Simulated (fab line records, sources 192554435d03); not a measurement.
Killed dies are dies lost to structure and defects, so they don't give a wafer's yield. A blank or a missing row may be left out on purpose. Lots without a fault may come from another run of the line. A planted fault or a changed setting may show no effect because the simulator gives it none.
A struck lot beside a sound one | flow n5_finfet | 36 steps out of a route of 1938
Sound: wafers L649.2, L649.3, L649.4. Struck: wafers L642.2, L642.3, L642.4. The cause comes at the end.
At each step with rows: each side's tool, then ch and its chambers, then its first start. Under that, the readings that differ: sound wafers | struck wafers | difference of the means | sigmas: that difference in standard deviations of wafers without a fault.
alike: readings whose means differ by less than 2 such deviations, and words and numbers that are the same on both sides. not compared: withheld readings, readings that some wafer has no value for, bounds like >300 that may hide the same value, and numbers for which the record gives no deviation and whose values overlap.
The two part at a step that has a row with sigmas, a row that says differs or no value, or rows on one side only. Numbers that don't overlap but have no deviation are shown without sigmas and don't part them. A reading that every wafer of one side lacks parts them only if that side has two wafers or more.

first, 9 steps without rows for these wafers: N5_BEOL_M4_ANNEAL_95 (time 240 s); N5_BEOL_M4_SPUTTER_96 (material Cu, target thk 4.5 nm, time 8.29 s); N5_BEOL_M4_ECD_50 (material Cu, target thk 300 nm); N5_BEOL_M4_ANNEAL_51 (time 90 s); N5_BEOL_M4_CMP_52 (polishes, stops on SiOC, t overpolish 6.8 s, target thk 40 nm); N5_BEOL_M4_PRE_CLEAN_60 (time 15 s); N5_BEOL_M4_CO_CAP_55 (material Co, precursor CCTBA/H2, target thk 2 nm, time 102.1 s); N5_BEOL_M4_PRE_CLEAN_56 (time 15 s); N5_BEOL_M4_DEP_57 (deposits SiCN from 3MS/NH3, target thk 8 nm, time 14 s).
N5_BEOL_M4_RC_MEAS_101:
  sound on prober-02 ch 0, day 14 02:47; struck on prober-02 ch 0, day 11 12:47
  alike: DIBL_N, DIBL_P, IOFF_N, IOFF_P, ION_N, ION_P, SS_N, SS_P, VT_N, VT_P
then, 24 steps without rows for these wafers: N5_BEOL_M5_ILD_DEP_00 (deposits SiCOH lowk from DEMS/porogen, target thk 140.64 nm, time 25.9 s); N5_BEOL_M5_CURE_79 (cures SiCOH lowk, time 240 s); N5_BEOL_M5_PECVD_70 (deposits SiO2 from TEOS/O2, target thk 16 nm, time 18 s); N5_BEOL_M5_HM_DEP_02 (deposits TiN, target thk 20 nm); N5_BEOL_M5_COAT_59 (time 60 s, resist thk 60 nm); N5_BEOL_M5_COAT_60 (time 60 s, resist thk 12 nm); N5_BEOL_M5_COAT_71 (time 60 s, resist thk 5 nm); N5_BEOL_M5_COAT_05 (resist thk 30 nm); N5_BEOL_M5_EBR_07; N5_BEOL_M5_SOFTBAKE_06 (time 60 s); N5_BEOL_M5_EXPOSE_08 (exposes mask M5, target cd 28 nm); N5_BEOL_M5_PEB_09 (peb time 60 s); N5_BEOL_M5_DEVELOP_10 (develop time 30 s); N5_BEOL_M5_DESCUM_16 (chemistry O2, time 7 s); N5_BEOL_M5_ETCH_72 (etches underlayer in N2/H2, target depth 6.5 nm, time 5.2 s); N5_BEOL_M5_ETCH_61 (etches SiARC in CF4, target depth 15.6 nm, time 26 s); N5_BEOL_M5_ETCH_62 (etches SOC in N2/H2, target depth 75 nm, overetch 15 nm, time 112.5 s); N5_BEOL_M5_STRIP_63 (strips in N2/H2); N5_BEOL_M5_STRIP_73 (strips in N2/H2); N5_BEOL_M5_STRIP_64 (strips in CF4); N5_BEOL_M5_HM_OPEN_17 (chemistry Cl2/BCl3, target TiN, target depth 20 nm, overetch 6 nm); N5_BEOL_M5_STRIP_19 (strips in O2); N5_BEOL_M5_COAT_65 (time 60 s, resist thk 60 nm); N5_BEOL_M5_COAT_66 (time 60 s, resist thk 12 nm).
-- the record jumps here: 3 days lie between the struck wafers' starts before and after (it left off in module BEOL_M5 and takes up again in module BEOL_M13, whose first step shown is number 1694 of the route) --
N5_BEOL_M13_ETCH_68: etches SOC in N2/H2, time 355 s.
  sound on rie_diel-04 ch 0,1,3, day 17 05:13; struck on rie_diel-04 ch 0,1,2, day 14 12:47
  no value came back on the struck wafers for any of 8 readings (bias_w (W), chamber_pressure_mTorr (mTorr) and others); on the sound wafers bias_w (W) reads 349.7 351.6 348.6
  reading                                     | sound        | struck            | difference | sigmas
  model.coat_of_BEOL_M13_COAT_22.thk_nm (nm)  | 0 0 0        | 211.6 210.8 211.8 | +211.4     |
  model.SiARC_of_BEOL_M13_COAT_66.thk_nm (nm) | 77 76.2 76.8 | 110.2 109.8 110.2 | +33.4      |
N5_PASSIVATION_PROBE_49:
  the record has rows for the struck wafers here (prober-01, day 15 18:16) and none for the sound ones

WHERE THEY PART
First at N5_BEOL_M13_ETCH_68; last, within this record, at N5_PASSIVATION_PROBE_49.

WHY: what the simulator had put in
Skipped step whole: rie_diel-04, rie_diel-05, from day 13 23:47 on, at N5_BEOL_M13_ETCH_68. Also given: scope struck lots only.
